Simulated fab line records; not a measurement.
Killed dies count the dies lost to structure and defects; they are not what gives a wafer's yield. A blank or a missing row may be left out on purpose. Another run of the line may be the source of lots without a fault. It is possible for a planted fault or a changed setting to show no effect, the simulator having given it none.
A lot that was struck, set against a sound lot | flow n5-finfet | 34 out of 1938 route steps
Sound: these wafers, L335.1, L335.2, L335.3. Struck: wafer L345.3 (L345.1, L345.2, from the same lot, were not struck and are left out); the cause is given at the end.
Per side, at each step with rows, come the tool, then ch with its chambers, and then its first start. Under that, the readings that differ: sound wafers | struck wafers | difference of the means | sigmas: that difference in standard deviations of wafers without a fault.
alike: readings with means less than 2 such deviations apart, plus words and numbers identical on both sides. not compared: withheld readings, readings lacking a value on some wafer, bounds such as >300 that could conceal the same value, and numbers that have no deviation in the record and whose values overlap.
A row with sigmas, a row that says differs or no value, or rows on one side alone: a step with any of these is where the two part. Numbers that don't overlap but have no deviation are shown without sigmas and don't part them. A reading missing from all wafers of one side parts the sides only when that side holds two or more wafers.

first, 9 steps without rows for these wafers: N5_SD_EPI_P_DEVELOP_08 (develop time 30 s); N5_SD_EPI_P_DESCUM_14 (chemistry O2, time 7.9 s); N5_SD_EPI_P_ETCH_36 (etches SiARC in CF4, target depth 45.5 nm, time 75.8 s); N5_SD_EPI_P_ETCH_37 (etches SOC in N2/H2, overetch 108 nm, time 486 s); N5_SD_EPI_P_STRIP_38 (strips in N2/H2); N5_SD_EPI_P_ETCHBACK_46 (etches SiNx in CH3F/O2, stops on SiO2, target depth 17.5 nm); N5_SD_EPI_P_ETCH_47 (etches SiOCN in CH3F/O2, target depth 25 nm); N5_SD_EPI_P_ETCH_16 (etches SiO2 in CHF3/O2, target depth 5 nm); N5_SD_EPI_P_STRIP_50 (strips in CHF3/O2).
N5_SD_EPI_P_SD_RECESS_17: chemistry HBr/Cl2/O2, target depth 39.1 nm, bt time 3 s.
  sound on rie-si-04 ch 0,1,3, day 6 11:13; struck on rie-si-05 ch 0, day 9 01:04
  reading                              | sound             | struck | difference | sigmas
  oes-product-au (a.u.)                | 0.991 0.998 0.977 | 1.030  | +0.041     | +3
  model.etch.depth-nm (nm)             | 38.46 38.77 38.58 | 32.57  | -6.03      |
  model.SD_EPI_P.feature-depth-nm (nm) | 38.4 38.8 38.6    | 32.6   | -6.0       |
  alike: HBr_flow_sccm, drypump-motor-current-A, mfc-cl2-sccm, throttle-valve-pct
  not compared: rf-hours-counter-h
then, 22 steps without rows for these wafers: N5_SD_EPI_P_WET_ETCH_45 (etches SiO2 in dHF, time 10.7 s, target depth 2 nm, rinse time 30 s); N5_SD_EPI_P_STRIP_40 (strips in N2/H2); N5_SD_EPI_P_PRECLEAN_52 (cleans in O3/DIW, time 60 s); N5_SD_EPI_P_SRD_20 (time 30 s); N5_SD_EPI_P_PRECLEAN_51 (cleans in NF3:NH3, afs cycles 1, time 20 s, sublimation time 60 s); N5_SD_EPI_P_VAPOR_ETCH_44 (etches SiGe30 in NF3/Ar, time 3.3 s); N5_SD_EPI_P_EPI_21 (deposits SiGe:B, time 355 s); N5_SD_EPI_P_HM_STRIP_48 (strips SiNx in H3PO4, material SiNx, target depth 3 nm); N5_SD_EPI_P_SRD_49 (time 30 s); N5_SD_EPI_P_PRECLEAN_24 (cleans in O3/DIW, time 45 s); N5_SD_EPI_P_PRECLEAN_32 (cleans in dHF, time 10 s); N5_SD_EPI_P_PRECLEAN_33 (cleans in SC2, time 45 s); N5_SD_EPI_P_SRD_25 (time 30 s); N5_SD_ACTIVATION_RTA_00 (time 0 s); N5_SD_ACTIVATION_LSA_01 (time 0.0008 s); N5_ILD0_LINER_00 (material SiNx, target thk 4 nm, pulse time 1 s, purge time 2 s); N5_ILD0_FCVD_FILL_01 (material SiO2 flowable, target thk 200 nm, time 328.3 s); N5_ILD0_CURE_02 (time 1800 s); N5_ILD0_CMP_03 (polishes, stops on SiNx, t overpolish 1.9 s, target thk 197.38 nm); N5_ILD0_CMP_07 (polishes SiO2 flowable, stops on poly-Si, t overpolish 1.18 s, target thk 138.88 nm); N5_ILD0_PRECLEAN_10 (cleans in NF3:NH3, afs cycles 5, time 20 s, sublimation time 60 s); N5_ILD0_ALD_15 (deposits SiNx, target thk 24 nm, pulse time 1 s, ald cycles 480).
-- the record jumps here: 6 days lie between the struck wafers' starts before and after (it left off in module ILD0 and takes up again in module BEOL_M4, whose first step shown is number 1111 of the route) --
N5_BEOL_M4_RC_MEAS_101:
  sound on prober-01 ch 0, day 11 21:13; struck on prober-02 ch 0, day 14 17:02
  reading         | sound             | struck | difference | sigmas
  CJ_P            | 5.47 5.76 5.67    | 4.17   | -1.46      | -11
  IOFF_N (nA/um)  | 0.139 0.161 0.159 | 0.202  | +0.049     | +3
  ION_P (uA/um)   | 464 456 460       | 437    | -23        | -3
  REXT_P (ohm.um) | 96.4 97.6 97.6    | 109.0  | +11.8      | +5
  alike: DIBL_N, DIBL_P, IOFF_P, ION_N, SS_N, SS_P, VT_N, VT_P
-- the record jumps here: 5 days lie between the struck wafers' starts before and after (it left off in module BEOL_M4 and takes up again in module PASSIVATION, whose first step shown is number 1936 of the route) --
N5_PASSIVATION_PROBE_49:
  struck on prober-01, day 19 14:52; sound on prober-01, day 15 21:58
  reading              | sound          | struck | difference | sigmas
  killed-at-contacts   | 4 9 8          | 32     | +25        | +4
  sort_bin_8_speed (%) | 0 0 0          | 3.73   | +3.73      |
  sort-n-pass          | 1109 1079 1063 | 1031   | -53        | -3
  sort-yield-pct (%)   | 94.0 91.4 90.1 | 87.4   | -4.4       | -3
  alike: defect-limited-yield, killed_at_M0_to_M3, killed_at_M4_up, killed-at-front-end, killed-at-other, killed-dies, killed-on-rim, killed-open, killed-short, sort_bin_5_function, sort_bin_6_memory

WHERE THEY PART
Earliest at N5_SD_EPI_P_SD_RECESS_17; latest, in this record, at N5_PASSIVATION_PROBE_49.

WHY: the cause the simulator had injected
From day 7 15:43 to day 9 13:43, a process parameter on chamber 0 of rie-si-05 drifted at N5_SD_EPI_P_SD_RECESS_17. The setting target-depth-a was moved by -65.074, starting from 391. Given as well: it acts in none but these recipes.
